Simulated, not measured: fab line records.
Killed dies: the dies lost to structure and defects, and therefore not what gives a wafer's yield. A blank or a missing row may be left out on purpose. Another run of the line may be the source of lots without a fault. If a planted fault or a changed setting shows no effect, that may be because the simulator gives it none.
Which tool was responsible?	flow nand harc	24 lots with 72 wafers sampled at 4 steps, on a route of 1302 steps

## WHAT EACH GAUGE READ, for each wafer
NHARC_A_SIN_REMOVE_INSPECT_04.
lot	measured	on	raw defect count
L074	day 20 03:56	defect inspect-01	265 287 333
L076	day 20 18:13	defect inspect-01	520 451 505
L075	day 20 16:07	defect inspect-01	381 325 328
L077	day 22 00:24	defect inspect-01	314 216 289
L078	day 22 00:24	defect inspect-02	385 337 386
L079	day 22 13:23	defect inspect-02	382 313 405
L080	day 22 13:23	defect inspect-01	395 257 299
L081	day 23 01:23	defect inspect-01	394 437 454
L082	day 24 00:53	defect inspect-02	460 467 330
L083	day 24 00:52	defect inspect-01	445 453 476
L085	day 25 05:55	defect inspect-01	376 249 304
L084	day 25 05:55	defect inspect-02	797 560 548
L086	day 25 18:10	defect inspect-01	268 335 266
L087	day 25 22:28	defect inspect-02	296 336 349
L089	day 26 23:11	defect inspect-01	363 334 283
L088	day 27 06:31	defect inspect-01	278 173 281
L090	day 27 06:29	defect inspect-02	356 320 406
L092	day 27 20:25	defect inspect-02	230 366 413
L091	day 27 20:26	defect inspect-01	346 738 400
L093	day 27 17:44	defect inspect-02	449 540 473
L095	day 29 00:51	defect inspect-01	492 385 457
L094	day 29 00:50	defect inspect-02	517 291 438
L097	day 29 18:16	defect inspect-02	451 354 416
L096	day 29 23:04	defect inspect-02	226 342 313

## TOOL THAT RAN EACH LOT (tool first, then ch and the chambers of the sampled wafers, then the start)
lot	NHARC_A_SGD_CUT_DEP_00	NHARC_A_SGD_CUT_ETCH_59	NHARC_A_SLIT_DEP_00
L074	pecvd-03 ch 0,1,2, day 19 02:19	rie diel-13 ch 1,2,3, day 19 10:22 or earlier	acl dep-03 ch 0, day 19 10:22
L076	pecvd-03 ch 0,1,2, day 19 06:53	rie diel-13 ch 0,2, day 19 08:10	acl dep-03 ch 0, day 19 19:37
L075	pecvd-02 ch 0,2, day 19 07:04	rie diel-10 ch 0,2,3, day 19 18:02 or earlier	acl dep-01 ch 0, day 19 18:02
L077	pecvd-03 ch 0,1,2, day 20 20:04	rie diel-13 ch 1,2, day 20 21:10	acl dep-02 ch 0, day 21 08:08
L078	pecvd-02 ch 1,2, day 20 23:34	rie diel-10 ch 2,3, day 21 06:46 or earlier	acl dep-01 ch 0, day 21 06:46
L079	pecvd-02 ch 0,1,2, day 21 02:49	rie diel-05 ch 1,2,3, day 21 20:55 or earlier	acl dep-01 ch 0, day 21 20:55
L080	pecvd-04 ch 1,2, day 21 06:45	rie diel-13 ch 0,2,3, day 21 20:57 or earlier	acl dep-03 ch 0, day 21 20:57
L081	pecvd-03 ch 0,2, day 21 22:36	rie diel-05 ch 1,2,3, day 22 07:41 or earlier	acl dep-02 ch 0, day 22 07:41
L082	pecvd-02 ch 0,1,2, day 22 22:56	rie diel-05 ch 1,2, day 23 08:17 or earlier	acl dep-01 ch 0, day 23 08:17
L083	pecvd-02 ch 0,2, day 22 23:17	rie diel-05 ch 0,1, day 23 07:14 or earlier	acl dep-03 ch 0, day 23 07:14
L085	pecvd-04 ch 0,1,2, day 24 03:56	rie diel-05 ch 0,1,2, day 24 12:05 or earlier	acl dep-02 ch 0, day 24 12:05
L084	pecvd-04 ch 0,2, day 24 05:19	rie diel-13 ch 0,2,3, day 24 13:03 or earlier	acl dep-03 ch 0, day 24 13:03
L086	pecvd-03 ch 1,2, day 24 11:18	rie diel-10 ch 2,3, day 24 21:02 or earlier	acl dep-01 ch 0, day 24 21:02
L087	pecvd-02 ch 0,1, day 24 20:29	rie diel-05 ch 1,2, day 25 04:23 or earlier	acl dep-02 ch 0, day 25 04:23
L089	pecvd-03 ch 0,1,2, day 25 17:06	rie diel-10 ch 0,1,2, day 26 05:20 or earlier	acl dep-01 ch 0, day 26 05:20
L088	pecvd-03 ch 1,2, day 26 01:57	rie diel-05 ch 0,1,2, day 26 10:20 or earlier	acl dep-03 ch 0, day 26 10:20
L090	pecvd-04 ch 0,1,2, day 26 02:11	rie diel-13 ch 0,2, day 26 10:29 or earlier	acl dep-01 ch 0, day 26 10:29
L092	pecvd-03 ch 0,2, day 26 13:04	rie diel-10 ch 1,3, day 27 03:35 or earlier	acl dep-02 ch 0, day 27 03:35
L091	pecvd-03 ch 0,1,2, day 26 13:20	rie diel-13 ch 1,2, day 27 05:57 or earlier	acl dep-01 ch 0, day 27 05:57
L093	pecvd-03 ch 0,2, day 26 13:32	rie diel-05 ch 0,1, day 27 00:20 or earlier	acl dep-01 ch 0, day 27 00:20
L095	pecvd-03 ch 1,2, day 27 22:21	rie diel-05 ch 0,1,2, day 28 08:14 or earlier	acl dep-01 ch 0, day 28 08:14
L094	pecvd-02 ch 1,2, day 27 22:37	rie diel-13 ch 0,2,3, day 28 07:53 or earlier	acl dep-03 ch 0, day 28 07:53
L097	pecvd-04 ch 0,1, day 28 08:05	rie diel-13 ch 0,2,3, day 29 00:35 or earlier	acl dep-01 ch 0, day 29 00:35
L096	pecvd-04 ch 0,1, day 28 09:24	rie diel-05 ch 0,3, day 29 04:56 or earlier	acl dep-02 ch 0, day 29 04:56
- NHARC_A_SGD_CUT_DEP_00: deposits SiNx, target thk 50 nm.
- NHARC_A_SGD_CUT_ETCH_59: etches the open film in N2/H2, target depth 260 nm, time 406.25 s.
- NHARC_A_SLIT_DEP_00: deposits aC, target thk 6200 nm.

## WHAT THE TOOLS THEMSELVES READ (means of the sampled wafers that have a number; where no wafer has one, the mark that the record gives instead)
NHARC_A_SGD_CUT_DEP_00.
lot	tool	heater power w (W)
L074	pecvd-03	656
L076	pecvd-03	645
L075	pecvd-02	647
L077	pecvd-03	660
L078	pecvd-02	620
L079	pecvd-02	649
L080	pecvd-04	592
L081	pecvd-03	595
L082	pecvd-02	623
L083	pecvd-02	608
L085	pecvd-04	674
L084	pecvd-04	650
L086	pecvd-03	611
L087	pecvd-02	531
L089	pecvd-03	675
L088	pecvd-03	661
L090	pecvd-04	619
L092	pecvd-03	614
L091	pecvd-03	647
L093	pecvd-03	616
L095	pecvd-03	714
L094	pecvd-02	638
L097	pecvd-04	710
L096	pecvd-04	708

NHARC_A_SGD_CUT_ETCH_59.
lot	tool	drypump motor current A (A)	n2 flow sccm (sccm)	oes product au (a.u.)	rf vpp V (V)	showerhead plenum p Torr (Torr)	throttle valve pct (%)
L074	rie diel-13	5.5	149.9	1.000	431.8	2.08	14.157
L076	rie diel-13	6.3	150.0	1.002	429.2	1.97	14.177
L075	rie diel-10	6.1	150.1	0.998	429.0	2.01	14.173
L077	rie diel-13	5.2	150.1	0.992	433.1	2.11	14.173
L078	rie diel-10	6.1	149.6	0.997	430.0	2.01	14.172
L079	rie diel-05	5.8	149.9	1.016	428.3	1.97	14.172
L080	rie diel-13	6.1	149.9	0.998	430.0	2.01	14.167
L081	rie diel-05	5.8	150.1	1.008	427.7	1.97	14.166
L082	rie diel-05	5.6	150.3	1.022	428.2	1.95	14.168
L083	rie diel-05	5.5	149.9	1.009	429.7	2.01	14.171
L085	rie diel-05	5.6	150.4	1.007	429.0	1.98	14.174
L084	rie diel-13	6.1	150.6	0.998	429.2	2.01	14.172
L086	rie diel-10	6.1	150.1	0.994	431.7	2.05	14.176
L087	rie diel-05	6.1	150.3	1.026	427.2	1.93	14.174
L089	rie diel-10	5.8	150.3	1.004	430.7	2.01	14.174
L088	rie diel-05	5.6	150.1	1.003	429.9	1.98	14.170
L090	rie diel-13	6.2	149.8	0.993	428.4	1.96	14.174
L092	rie diel-10	5.7	149.8	0.994	431.7	2.08	14.171
L091	rie diel-13	5.2	150.0	0.996	433.2	2.11	14.169
L093	rie diel-05	5.5	150.0	0.987	429.8	2.00	14.173
L095	rie diel-05	5.6	149.8	0.997	429.6	1.98	14.177
L094	rie diel-13	6.1	149.8	0.999	428.8	2.00	14.160
L097	rie diel-13	6.1	150.4	0.997	429.5	2.00	14.172
L096	rie diel-05	5.2	149.7	0.977	429.8	2.04	14.172

NHARC_A_SLIT_DEP_00.
lot	tool	throttle valve pct (%)
L074	acl dep-03	35.004
L076	acl dep-03	34.996
L075	acl dep-01	34.998
L077	acl dep-02	34.998
L078	acl dep-01	34.994
L079	acl dep-01	34.994
L080	acl dep-03	35.000
L081	acl dep-02	34.993
L082	acl dep-01	34.999
L083	acl dep-03	34.996
L085	acl dep-02	35.000
L084	acl dep-03	34.992
L086	acl dep-01	35.003
L087	acl dep-02	35.005
L089	acl dep-01	34.997
L088	acl dep-03	34.995
L090	acl dep-01	35.002
L092	acl dep-02	35.003
L091	acl dep-01	34.999
L093	acl dep-01	35.005
L095	acl dep-01	35.011
L094	acl dep-03	35.000
L097	acl dep-01	35.010
L096	acl dep-02	34.995

## THE ANSWER, worked out from the rows above alone
Rule: what is usual is taken from the lots themselves. The widest of any qualifying gaps counts: lots, ordered by their means at a reading, are off when they make up no more than a third of the lots, leave a main group of 4 or more, and stand apart from it by 3 or more times the standard deviation of that group's means. The tables above print the reading to a certain number of digits; a main group whose means all agree to those digits is not used. A lot without any number at a reading at which 4 lots or more have one is off too. Any other lot the step has rows for is counted as sound. Order of review: gauges by route order, followed by the tools' own readings, for which a lot's mean as printed above is used. At the first step where some lot is off, the reading lying furthest off is the one used; lots without a number count as furthest.
Nothing can be told from this: no lot is off at any reading shown.

## WHAT THE SIMULATOR PUT IN
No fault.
